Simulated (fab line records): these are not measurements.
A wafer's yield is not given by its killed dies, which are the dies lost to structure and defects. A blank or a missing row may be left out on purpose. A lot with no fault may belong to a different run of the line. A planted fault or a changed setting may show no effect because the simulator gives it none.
fab line records	flow nandHarc
record: lots: 7	wafers: 21	lastDay: 33
route steps=1302 shown A_CHANNEL_HOLE_D2@592 END@1302
lots with no fault: from the same line, run without faults
startH: the number of hours between the record's first day and the start of the first shown wafer of the lot	waitH: how many hours have passed since the lot's step before this one	" unchanged from the row above	L1.1+2: several wafers, shown together as one row	- no value, or no start was given	* or withheld: withheld	< > ~ a bound
route shown NAME@n: a module of which the file shows steps, and the number in the route of the first	usual: mean and standard deviation over wafers with no fault	same: alike in all rows	chamber/n: place in a boat	sites: the reading at each site	_std_site: the standard deviation of these	_edge_site: inner sites' mean taken away from outer sites' mean	radiusMm: for every site, how far away it sits from the centre of the wafer	mask NAME#n: copy n	behind: tool/chamber where the wafer was last shaped	hold: why the lot was held/for how many hours/how that ended	device: which transistor (n, p or np) failed to switch	end of line: tests run on the same wafers once the route is complete	a step given without rows: its recipe and nothing more	killed: at the first sort, the dies lost to defects and structure; wafer yield is something else	map: per-die view of a wafer (x killed, . not killed, _ where there is no die)
set.NAME: the setting that was run; set.NAME@STEP: the one run at that earlier step	model.NAME: the simulator's own value behind a step, which no gauge read
a table for each step, a row for each wafer; lots at some steps of the route
services: from which hour (startH, from the record's first day; less than 0 if before it) a tool's chamber was out of use, for how many hours, and why
== steps ==
step: NHARC_A_CHANNEL_HOLE_D2_ETCH_20
recipe: biasV: 3000	sourceW: withheld	pressureMtorr: 20	timeS: 361.9	arFlowSccm: 375	c4f8FlowSccm: 89.3	o2FlowSccm: 35.7	tempC: -20	targetDepthA: 16000	chemistry: C4F8/O2/Ar
step: NHARC_A_CHANNEL_HOLE_D2_ETCH_21
recipe: biasV: 3000	sourceW: withheld	pressureMtorr: 20	timeS: 514.3	arFlowSccm: 375	c4f8FlowSccm: 89.3	o2FlowSccm: 35.7	tempC: -20	targetDepthA: 16000	chemistry: C4F8/O2/Ar
step: NHARC_A_CHANNEL_HOLE_D2_ETCH_22
recipe: biasV: 3000	sourceW: withheld	pressureMtorr: 20	timeS: 666.7	arFlowSccm: 375	c4f8FlowSccm: 89.3	o2FlowSccm: 35.7	tempC: -20	targetDepthA: 16000	chemistry: C4F8/O2/Ar
usual: drypumpMotorCurrentA: 5.84/0.19	oesAirLineAu: 0.999/0.021	showerheadPlenumPTorr: 3.69/0.1	throttleValvePct: 32.154/0.0097
lot.wafer	tool	chamber	startH	waitH	drypumpMotorCurrentA	oesAirLineAu	rfHoursCounterH	showerheadPlenumPTorr	throttleValvePct
L212.1	harEtch-01	1	317.19	0.4	5.66	0.996	169	3.69	32.150
L212.4	"	0	"	"	6.08	0.974	-	3.69	32.146
L212.5	"	1	"	"	5.67	0.973	-	3.69	32.167
L213.4	harEtch-01	1	331.95	0.4	5.69	0.989	-	3.69	32.159
L213.5	"	1	"	"	5.70	1.017	-	3.69	32.160
L213.6	"	0	"	"	6.10	0.970	-	3.69	32.152
L221.1	harEtch-01	1	407.57	0.4	5.65	0.992	226	3.66	32.167
L221.4	"	0	"	"	6.07	1.007	-	3.66	32.150
L221.6	"	0	"	"	6.06	1.019	-	3.66	32.147
L223.2	harEtch-02	0	442.03	0.4	5.65	1.021	28	3.61	32.148
L223.3	"	1	"	"	6.00	1.024	-	3.90	32.141
L223.6	"	1	"	"	6.00	0.985	-	3.90	32.151
L222.2	harEtch-01	1	444.14	0.4	5.63	1.005	249	3.65	32.148
L222.1	"	0	"	"	6.04	0.991	249	3.65	32.146
L222.4	"	1	"	"	5.68	1.014	-	3.65	32.152
L228.3	harEtch-02	0	482.94	0.4	5.66	0.997	-	3.60	32.149
L228.6	"	1	"	"	6.01	0.999	-	3.88	32.163
L228.5	"	0	"	"	5.65	0.951	-	3.60	32.155
L231.1	harEtch-01	1	512.51	0.4	5.69	0.984	295	3.63	32.151
L231.4	"	1	"	"	5.66	0.961	-	3.63	32.155
L231.6	"	0	"	"	6.06	0.988	-	3.63	32.159
step: NHARC_A_CHANNEL_HOLE_D2_ETCH_23
recipe: biasV: 5000	sourceW: withheld	pressureMtorr: 20	timeS: 819	arFlowSccm: 375	c4f8FlowSccm: 89.3	o2FlowSccm: 35.7	tempC: -20	targetDepthA: 16000	chemistry: C4F8/O2/Ar
step: NHARC_A_CHANNEL_HOLE_D2_ETCH_24
recipe: biasV: 5000	sourceW: withheld	pressureMtorr: 20	timeS: 906.2	arFlowSccm: 375	c4f8FlowSccm: 93.8	o2FlowSccm: 31.2	tempC: -20	targetDepthA: 15000	chemistry: C4F8/O2/Ar
usual: drypumpMotorCurrentA: 5.84/0.19	oesAirLineAu: 1.000/0.021	showerheadPlenumPTorr: 3.68/0.1	throttleValvePct: 32.236/0.0089
lot.wafer	tool	chamber	startH	waitH	drypumpMotorCurrentA	oesAirLineAu	rfHoursCounterH	showerheadPlenumPTorr	throttleValvePct
L212.1	harEtch-01	1	318.48	0.6	5.67	1.002	170	3.69	32.242
L212.4	"	0	"	"	6.07	1.037	-	3.69	32.241
L212.5	"	1	"	"	5.69	0.958	-	3.69	32.223
L213.4	harEtch-01	1	333.27	0.6	5.68	0.997	-	3.68	32.231
L213.5	"	1	"	"	5.66	0.974	-	3.68	32.229
L213.6	"	0	"	"	6.08	1.028	-	3.68	32.244
L221.1	harEtch-01	1	408.85	0.6	5.64	0.999	228	3.66	32.236
L221.4	"	0	"	"	6.11	0.937	-	3.66	32.243
L221.6	"	0	"	"	6.08	0.988	-	3.66	32.224
L223.2	harEtch-02	0	443.29	0.6	5.64	1.010	29	3.61	32.251
L223.3	"	1	"	"	6.01	1.030	-	3.89	32.238
L223.6	"	1	"	"	5.99	1.006	-	3.89	32.233
L222.2	harEtch-01	1	445.40	0.6	5.70	1.001	250	3.65	32.235
L222.1	"	0	"	"	6.04	0.998	250	3.65	32.231
L222.4	"	1	"	"	5.67	0.962	-	3.65	32.228
L228.3	harEtch-02	0	484.31	0.6	5.65	1.008	-	3.60	32.240
L228.6	"	1	"	"	6.04	1.034	-	3.88	32.237
L228.5	"	0	"	"	5.64	1.025	-	3.60	32.237
L231.1	harEtch-01	1	513.77	0.6	5.69	1.005	296	3.62	32.243
L231.4	"	1	"	"	5.68	0.982	-	3.62	32.237
L231.6	"	0	"	"	6.06	0.981	-	3.63	32.233
step: NHARC_A_CHANNEL_HOLE_D2_ETCH_25
recipe: biasV: 5000	sourceW: withheld	pressureMtorr: 20	timeS: 1040.2	arFlowSccm: 375	c4f8FlowSccm: 93.8	o2FlowSccm: 31.2	tempC: -20	targetDepthA: 15000	chemistry: C4F8/O2/Ar
usual: drypumpMotorCurrentA: 5.84/0.19	oesAirLineAu: 0.997/0.02	showerheadPlenumPTorr: 3.68/0.1	throttleValvePct: 32.235/0.0091
lot.wafer	tool	chamber	startH	waitH	drypumpMotorCurrentA	oesAirLineAu	rfHoursCounterH	showerheadPlenumPTorr	throttleValvePct
L212.1	harEtch-01	1	319.27	0.7	5.70	1.006	171	3.69	32.246
L212.4	"	0	"	"	6.06	0.959	-	3.69	32.229
L212.5	"	1	"	"	5.71	0.969	-	3.69	32.238
L213.4	harEtch-01	1	334.07	0.7	5.69	0.974	-	3.68	32.223
L213.5	"	1	"	"	5.68	0.967	-	3.68	32.219
L213.6	"	0	"	"	6.08	0.992	-	3.68	32.229
L221.1	harEtch-01	1	409.64	0.7	5.70	0.994	228	3.66	32.243
L221.4	"	0	"	"	6.12	0.991	-	3.66	32.228
L221.6	"	0	"	"	6.11	1.013	-	3.66	32.218
L223.2	harEtch-02	0	444.05	0.6	5.63	0.988	30	3.61	32.219
L223.3	"	1	"	"	6.00	1.028	-	3.89	32.241
L223.6	"	1	"	"	6.01	1.005	-	3.89	32.235
L222.2	harEtch-01	1	446.17	0.6	5.71	0.969	251	3.65	32.213
L222.1	"	0	"	"	6.06	0.974	251	3.65	32.235
L222.4	"	1	"	"	5.68	0.951	-	3.65	32.248
L228.3	harEtch-02	0	485.13	0.7	5.64	1.008	-	3.60	32.224
L228.6	"	1	"	"	6.00	0.996	-	3.88	32.240
L228.5	"	0	"	"	5.64	1.014	-	3.60	32.227
L231.1	harEtch-01	1	514.53	0.6	5.68	0.978	297	3.62	32.227
L231.4	"	1	"	"	5.68	0.981	-	3.62	32.241
L231.6	"	0	"	"	6.06	1.011	-	3.63	32.221
step: NHARC_A_CHANNEL_HOLE_D2_ETCH_26
recipe: biasV: 300	sourceW: 2000	pressureMtorr: 30	timeS: 224.1	arFlowSccm: 375	c4f8FlowSccm: 11.4	o2FlowSccm: 113.6	tempC: -20	targetDepthA: 3000	chemistry: C4F8/O2/Ar
usual: drypumpMotorCurrentA: 5.84/0.19	oesAirLineAu: 1.004/0.017	showerheadPlenumPTorr: 3.73/0.11	throttleValvePct: 24.585/0.0093
lot.wafer	tool	chamber	startH	waitH	drypumpMotorCurrentA	oesAirLineAu	rfHoursCounterH	showerheadPlenumPTorr	throttleValvePct
L212.1	harEtch-01	1	320.03	0.6	5.66	1.015	172	3.74	24.569
L212.4	"	0	"	"	6.08	1.022	-	3.74	24.590
L212.5	"	1	"	"	5.67	1.011	-	3.74	24.600
L213.4	harEtch-01	1	334.74	0.5	5.66	1.002	-	3.73	24.597
L213.5	"	1	"	"	5.68	1.009	-	3.73	24.571
L213.6	"	0	"	"	6.08	1.004	-	3.73	24.580
L221.1	harEtch-01	1	410.40	0.6	5.63	1.001	229	3.71	24.584
L221.4	"	0	"	"	6.09	1.028	-	3.71	24.582
L221.6	"	0	"	"	6.08	1.037	-	3.71	24.593
L223.2	harEtch-02	0	444.92	0.7	5.64	1.027	30	3.65	24.588
L223.3	"	1	"	"	6.00	1.013	-	3.95	24.582
L223.6	"	1	"	"	6.01	0.999	-	3.95	24.583
L222.2	harEtch-01	1	447.06	0.7	5.66	1.013	252	3.69	24.592
L222.1	"	0	"	"	6.07	1.008	252	3.69	24.591
L222.4	"	1	"	"	5.67	0.978	-	3.69	24.598
L228.3	harEtch-02	0	485.67	0.4	5.65	0.974	-	3.64	24.580
L228.6	"	1	"	"	6.00	0.995	-	3.94	24.583
L228.5	"	0	"	"	5.62	1.015	-	3.64	24.584
L231.1	harEtch-01	1	515.40	0.7	5.65	1.017	298	3.67	24.591
L231.4	"	1	"	"	5.64	1.001	-	3.67	24.583
L231.6	"	0	"	"	6.07	1.006	-	3.68	24.576
step: NHARC_A_CHANNEL_HOLE_D2_ETCH_27
recipe: biasV: 400	sourceW: 2000	pressureMtorr: 25	timeS: 90	arFlowSccm: 375	c4f8FlowSccm: 41.7	o2FlowSccm: 83.3	tempC: -20	targetDepthA: 4000	chemistry: C4F8/O2/Ar
step: NHARC_A_CHANNEL_HOLE_D2_STRIP_41
recipe: n2FlowSccm: 150	h2FlowSccm: 150	arFlowSccm: 0	biasW: 0	chemistry: N2/H2
step: NHARC_A_CHANNEL_HOLE_D2_STRIP_42
recipe: cf4FlowSccm: 100	chf3FlowSccm: 30	arFlowSccm: 0	biasW: 0	chemistry: CF4/CHF3
step: NHARC_A_CHANNEL_HOLE_D2_STRIP_43
recipe: o2FlowSccm: 400	cosFlowSccm: 20	arFlowSccm: 0	biasW: 0	chemistry: O2/COS
step: NHARC_A_CHANNEL_HOLE_D2_ETCH_44
recipe: targetDepthA: 1400	overetchA: 140	timeS: 77	ionEnergyEv: 100	cf4FlowSccm: 80	o2FlowSccm: 20	arFlowSccm: 0	rfW: 300	biasW: 100	chemistry: CF4/O2
usual: drypumpMotorCurrentA: 5.6/0.39	oes_f_703_au: 1.000/0.0046	oesProductAu: 1.005/0.01	rfVppV: 197.9/1.8	showerheadPlenumPTorr: 1.34/0.073	throttleValvePct: 13.398/0.0098
lot.wafer	tool	chamber	startH	waitH	drypumpMotorCurrentA	oes_f_703_au	oesProductAu	rfHoursCounterH	rfVppV	showerheadPlenumPTorr	throttleValvePct
L212.4	rieDiel-08	2	320.94	0.1	5.5	1.002	1.017	6.6	199.2	1.43	13.409
L212.1	"	3	"	"	4.9	1.004	0.996	6.6	197.8	1.32	13.407
L212.5	"	2	"	"	5.5	1.003	1.016	-	198.5	1.43	13.404
L213.4	rieDiel-09	1	335.64	0.1	5.2	0.997	0.988	0.1	198.8	1.37	13.396
L213.5	"	2	"	"	5.5	1.000	0.996	-	195.9	1.24	13.405
L213.6	"	3	"	"	6.6	0.999	0.985	-	200.1	1.38	13.407
L221.1	rieDiel-13	0	411.31	0.1	6.1	1.003	1.014	2.0	196.9	1.27	13.401
L221.4	"	1	"	"	5.7	1.000	0.998	2.1	198.0	1.40	13.384
L221.6	"	1	"	"	5.6	0.990	1.000	-	199.1	1.40	13.379
L223.3	rieDiel-09	1	445.87	0.0	5.2	1.001	0.988	8.8	199.5	1.36	13.402
L223.2	"	2	"	"	5.5	1.002	0.998	6.9	195.6	1.24	13.402
L223.6	"	2	"	"	5.6	1.001	1.000	-	195.5	1.24	13.396
L222.2	rieDiel-08	1	448.02	0.1	5.8	1.001	1.024	3.5	199.9	1.43	13.407
L222.4	"	3	"	"	5.0	0.996	1.003	3.8	198.8	1.32	13.395
L222.1	"	0	"	"	5.5	0.994	0.999	3.6	196.6	1.28	13.397
L228.3	rieDiel-08	3	486.53	0.1	4.9	0.995	1.001	5.4	197.7	1.32	13.400
L228.5	"	1	"	"	5.8	0.998	1.023	-	198.4	1.43	13.411
L228.6	"	2	"	"	5.5	0.998	1.007	-	201.3	1.43	13.383
L231.4	rieDiel-08	0	516.37	0.1	5.5	0.997	1.010	7.4	196.8	1.28	13.400
L231.1	"	2	"	"	5.5	1.003	1.005	7.7	200.1	1.43	13.397
L231.6	"	0	"	"	5.5	1.005	1.003	-	197.6	1.28	13.401
step: NHARC_A_CHANNEL_HOLE_D2_STRIP_28
recipe: o2FlowSccm: 500	arFlowSccm: 0	biasW: 0	chemistry: O2
usual: biasW: 0/0	chamberPressureMTorr: 60.00/0.052	drypumpMotorCurrentA: 5.6/0.4	oesProductAu: 1.004/0.011	rfVppV: 57.8/0.94	showerheadPlenumPTorr: 3.51/0.17	throttleValvePct: 17.036/0.0085
lot.wafer	tool	chamber	startH	waitH	biasW	chamberPressureMTorr	drypumpMotorCurrentA	oesProductAu	rfHoursCounterH	rfVppV	showerheadPlenumPTorr	throttleValvePct
L212.1	rieDiel-08	1	321.09	-	0	59.93	5.8	0.997	6.7	58.2	3.77	17.050
L212.4	"	2	"	"	0	59.99	5.5	1.012	6.7	58.6	3.77	17.047
L212.5	"	1	"	"	0	59.98	5.8	1.012	-	58.6	3.77	17.047
L213.4	rieDiel-09	3	335.82	-	0	60.01	6.5	0.990	0.2	58.8	3.65	17.039
L213.6	"	1	"	"	0	60.03	5.2	0.989	-	58.1	3.60	17.055
L213.5	"	2	"	"	0	59.99	5.5	0.995	-	58.1	3.29	17.030
L221.1	rieDiel-13	2	411.46	-	-	-	-	-	-	-	-	-
L221.4	"	3	"	"	-	-	-	-	-	-	-	-
L221.6	"	2	"	"	-	-	-	-	-	-	-	-
L223.3	rieDiel-09	0	446.02	-	-	-	-	-	-	-	-	-
L223.2	"	2	"	"	-	-	-	-	-	-	-	-
L223.6	"	3	"	"	-	-	-	-	-	-	-	-
L222.1	rieDiel-08	3	448.17	-	-	-	-	-	-	-	-	-
L222.2	"	0	"	"	-	-	-	-	-	-	-	-
L222.4	"	1	"	"	-	-	-	-	-	-	-	-
L228.3	rieDiel-08	1	486.77	-	0	60.12	5.8	1.026	5.3	58.6	3.77	17.046
L228.6	"	2	"	"	0	60.04	5.5	1.001	-	58.8	3.76	17.042
L228.5	"	3	"	"	0	60.10	5.0	1.006	-	58.3	3.49	17.030
L231.1	rieDiel-08	1	516.57	-	0	60.02	5.8	1.028	7.6	58.7	3.77	17.035
L231.4	"	2	"	"	0	60.03	5.5	1.007	7.7	59.2	3.76	17.034
L231.6	"	3	"	"	0	59.98	5.0	1.010	-	58.3	3.49	17.045
step: NHARC_A_CHANNEL_HOLE_D2_PRECLEAN_29
recipe: timeS: *	tempC: 50	bathAgeMin: 0	chemistry: SC1
step: NHARC_END_SORT_01
recipe: tempC: 25
usual: killedAtArray: 53/19	killedAtOther: 0.7/1.1	killedAtPeriphery: 4.2/2.7	killedDies: 58/18	killedOpen: 3.1/1.9	killedShort: 2.5/1.6
same: grossDies: 677
lot.wafer	tool	chamber	startH	waitH	killedAtArray	killedAtOther	killedAtPeriphery	killedDies	killedOpen	killedShort
L221.1	prober-01	0	662.49	2.5	671	0	6	677	2	2
L221.4	prober-01	0	664.89	3.4	671	1	5	677	3	4
L221.6	prober-01	0	666.50	4.0	669	0	8	677	3	1
L223.2	prober-02	0	692.13	2.8	674	1	2	677	0	1
L223.3	prober-02	0	692.93	3.1	675	1	1	677	3	3
L223.6	prober-02	0	695.31	4.0	675	0	2	677	3	2
L222.1	prober-01	0	699.35	2.5	673	0	4	677	5	3
L222.2	prober-01	0	700.15	2.8	672	2	3	677	3	2
L222.4	prober-01	0	701.76	3.4	672	0	5	677	4	2
killed by level:class
L221.1 A_CHANNEL_HOLE_D2:areaStrip=580 A_SLIT:chamberFilmFlake=35 A_CHANNEL_HOLE_D1:chamberFilmFlake=31 A_CHANNEL_HOLE_D2:chamberFilmFlake=15 P_ZERO_WELL:chamberFilmFlake=3 A_CHANNEL_FILL_D1:geometricParticle:open=2 P_STI:chamberFilmFlake=2 A_CONTACT:chamberFilmFlake=2
L221.4 A_CHANNEL_HOLE_D2:areaStrip=592 A_CHANNEL_HOLE_D1:chamberFilmFlake=30 A_SLIT:chamberFilmFlake=21 A_CHANNEL_HOLE_D2:chamberFilmFlake=10 A_BONDPAD:chamberFilmFlake=5 A_CONTACT:chamberFilmFlake=4 P_ZERO_WELL:chamberFilmFlake=2 P_BONDPAD:chamberFilmFlake=2
L221.6 A_CHANNEL_HOLE_D2:areaStrip=588 A_CHANNEL_HOLE_D1:chamberFilmFlake=34 A_SLIT:chamberFilmFlake=17 A_CHANNEL_HOLE_D2:chamberFilmFlake=14 A_BONDPAD:chamberFilmFlake=6 A_CONTACT:chamberFilmFlake=5 P_ZERO_WELL:chamberFilmFlake=4 A_CHANNEL_FILL_D2:chamberFilmFlake=2
L223.2 A_CHANNEL_HOLE_D2:areaStrip=644 A_CHANNEL_HOLE_D1:chamberFilmFlake=19 A_CONTACT:chamberFilmFlake=3 A_ZERO_WELL:chamberFilmFlake=2 A_DECK1_JOINT:chamberFilmFlake=2 A_SGD_CUT:chamberFilmFlake=2 P_M1:geometricParticle:short=1 P_M2:chamberFilmFlake=1
L223.3 A_CHANNEL_HOLE_D2:areaStrip=635 A_CHANNEL_HOLE_D1:chamberFilmFlake=20 A_SLIT:chamberFilmFlake=4 A_STAIRCASE:chamberFilmFlake=3 A_WL_FILL:chamberFilmFlake=3 A_CONTACT:chamberFilmFlake=3 P_M0:geometricParticle:short=1 A_SOURCE_PLATE:geometricParticle:short=1
L223.6 A_CHANNEL_HOLE_D2:areaStrip=637 A_CHANNEL_HOLE_D1:chamberFilmFlake=18 A_SLIT:chamberFilmFlake=4 A_CONTACT:chamberFilmFlake=4 A_STAIRCASE:chamberFilmFlake=3 A_ZERO_WELL:chamberFilmFlake=2 P_M0:geometricParticle:short=1 A_CHANNEL_HOLE_D1:geometricParticle:short=1
L222.1 A_CHANNEL_HOLE_D2:areaStrip=626 A_CHANNEL_HOLE_D2:chamberFilmFlake=24 A_CHANNEL_HOLE_D1:chamberFilmFlake=6 A_SLIT:chamberFilmFlake=3 A_WL_FILL:geometricParticle:short=2 A_DECK1_JOINT:chamberFilmFlake=2 A_CONTACT:chamberFilmFlake=2 P_CONTACT:geometricParticle:short=1
L222.2 A_CHANNEL_HOLE_D2:areaStrip=626 A_CHANNEL_HOLE_D2:chamberFilmFlake=18 A_CHANNEL_HOLE_D1:chamberFilmFlake=12 A_CONTACT:chamberFilmFlake=3 A_M0:chamberFilmFlake=3 A_ZERO_WELL:chamberFilmFlake=2 A_DECK1_JOINT:chamberFilmFlake=2 A_SLIT:chamberFilmFlake=2
L222.4 A_CHANNEL_HOLE_D2:areaStrip=629 A_CHANNEL_HOLE_D2:chamberFilmFlake=13 A_CHANNEL_HOLE_D1:chamberFilmFlake=10 A_ZERO_WELL:chamberFilmFlake=6 A_CONTACT:chamberFilmFlake=3 P_M0:geometricParticle:open=2 P_STI:chamberFilmFlake=2 A_STAIRCASE:chamberFilmFlake=2
map L221.1 (x killed, . not)
____________x____________
_________xxxxxxx_________
_______xxxxxxxxxxx_______
______xxxxxxxxxxxxx______
_____xxxxxxxxxxxxxxx_____
____xxxxxxxxxxxxxxxxx____
____xxxxxxxxxxxxxxxxx____
___xxxxxxxxxxxxxxxxxxx___
___xxxxxxxxxxxxxxxxxxx___
__xxxxxxxxxxxxxxxxxxxxx__
__xxxxxxxxxxxxxxxxxxxxx__
_xxxxxxxxxxxxxxxxxxxxxxx_
_xxxxxxxxxxxxxxxxxxxxxxx_
_xxxxxxxxxxxxxxxxxxxxxxx_
_xxxxxxxxxxxxxxxxxxxxxxx_
_xxxxxxxxxxxxxxxxxxxxxxx_
xxxxxxxxxxxxxxxxxxxxxxxxx
xxxxxxxxxxxxxxxxxxxxxxxxx
xxxxxxxxxxxxxxxxxxxxxxxxx
xxxxxxxxxxxxxxxxxxxxxxxxx
xxxxxxxxxxxxxxxxxxxxxxxxx
_xxxxxxxxxxxxxxxxxxxxxxx_
_xxxxxxxxxxxxxxxxxxxxxxx_
_xxxxxxxxxxxxxxxxxxxxxxx_
_xxxxxxxxxxxxxxxxxxxxxxx_
_xxxxxxxxxxxxxxxxxxxxxxx_
__xxxxxxxxxxxxxxxxxxxxx__
__xxxxxxxxxxxxxxxxxxxxx__
___xxxxxxxxxxxxxxxxxxx___
___xxxxxxxxxxxxxxxxxxx___
____xxxxxxxxxxxxxxxxx____
____xxxxxxxxxxxxxxxxx____
_____xxxxxxxxxxxxxxx_____
______xxxxxxxxxxxxx______
_______xxxxxxxxxxx_______
_________xxxxxxx_________
____________x____________
map L222.1 (x killed, . not)
____________x____________
_________xxxxxxx_________
_______xxxxxxxxxxx_______
______xxxxxxxxxxxxx______
_____xxxxxxxxxxxxxxx_____
____xxxxxxxxxxxxxxxxx____
____xxxxxxxxxxxxxxxxx____
___xxxxxxxxxxxxxxxxxxx___
___xxxxxxxxxxxxxxxxxxx___
__xxxxxxxxxxxxxxxxxxxxx__
__xxxxxxxxxxxxxxxxxxxxx__
_xxxxxxxxxxxxxxxxxxxxxxx_
_xxxxxxxxxxxxxxxxxxxxxxx_
_xxxxxxxxxxxxxxxxxxxxxxx_
_xxxxxxxxxxxxxxxxxxxxxxx_
_xxxxxxxxxxxxxxxxxxxxxxx_
xxxxxxxxxxxxxxxxxxxxxxxxx
xxxxxxxxxxxxxxxxxxxxxxxxx
xxxxxxxxxxxxxxxxxxxxxxxxx
xxxxxxxxxxxxxxxxxxxxxxxxx
xxxxxxxxxxxxxxxxxxxxxxxxx
_xxxxxxxxxxxxxxxxxxxxxxx_
_xxxxxxxxxxxxxxxxxxxxxxx_
_xxxxxxxxxxxxxxxxxxxxxxx_
_xxxxxxxxxxxxxxxxxxxxxxx_
_xxxxxxxxxxxxxxxxxxxxxxx_
__xxxxxxxxxxxxxxxxxxxxx__
__xxxxxxxxxxxxxxxxxxxxx__
___xxxxxxxxxxxxxxxxxxx___
___xxxxxxxxxxxxxxxxxxx___
____xxxxxxxxxxxxxxxxx____
____xxxxxxxxxxxxxxxxx____
_____xxxxxxxxxxxxxxx_____
______xxxxxxxxxxxxx______
_______xxxxxxxxxxx_______
_________xxxxxxx_________
____________x____________
== services ==
tool	chamber	startH	hours	kind
rieDiel-09	2	297.40	4.5	repair
rieDiel-08	0	298.12	-	clean
rieDiel-08	1	298.12	-	clean
rieDiel-08	2	298.12	-	clean
rieDiel-08	3	298.12	-	clean
rieDiel-09	-	320.10	9.0	pm
rieDiel-08	0	322.62	-	clean
rieDiel-08	1	322.62	-	clean
rieDiel-08	-	328.04	0.8	repair
rieDiel-13	-	342.01	9.0	pm
rieDiel-08	1	350.06	6.4	repair
rieDiel-08	-	368.24	9.0	pm
harEtch-02	-	377.00	17.0	pm
rieDiel-09	-	412.56	0.1	repair
rieDiel-09	2	432.76	7.1	repair
rieDiel-08	1	457.69	7.4	repair
rieDiel-13	3	459.30	23.3	repair
harEtch-01	0	472.29	-	consumableReplace:esc
harEtch-01	0	472.29	17.0	scheduledDown
harEtch-01	0	472.29	17.0	ventCycle
rieDiel-13	0	477.46	19.5	repair
rieDiel-09	3	493.69	24.5	repair
rieDiel-09	-	497.10	9.0	pm
rieDiel-09	0	511.05	5.9	repair
== key ==
firstSign: step: NHARC_A_CHANNEL_HOLE_D2_STRIP_28	reading: toolRecord	direction: missing
effect: step: NHARC_END_SORT_01	reading: killedDies	direction: up	sigmas: 34	usual: 58	struck: 677
moreKillsBornAt: NHARC_A_CHANNEL_HOLE_D2_STRIP_28@rieDiel-09: 1916	NHARC_A_CHANNEL_HOLE_D2_STRIP_28@rieDiel-08: 1881	NHARC_A_CHANNEL_HOLE_D2_STRIP_28@rieDiel-13: 1760
metAt NHARC_A_CHANNEL_HOLE_D2_STRIP_28
struckWafers L221.1,L221.4,L221.6,L222.1,L222.2,L222.4,L223.2,L223.3,L223.6
laterRowsLeftOut L221.1,L221.4,L221.6,L222.1,L222.2,L222.4,L223.2,L223.3,L223.6
testerLeftOut L221,L222,L223
onsetBetween 335.82 411.46
fault: kind: skippedStepWhole	tool: rieDiel-08,rieDiel-09,rieDiel-13	chamber: -	onsetH: 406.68	steps: NHARC_A_CHANNEL_HOLE_D2_STRIP_28	scope: struckLotsOnly
testerLeftOut: of these lots the tester's yield and bins aren't shown, on N5 and GAA mostly nor the transistor test; their killed dies are dies lost to structure and defects alone, not to doping, threshold or leakage, so they don't give the yield
laterRowsLeftOut: the simulator's readings of these wafers behind a module that went badly wrong aren't trusted and aren't shown, but for the sort
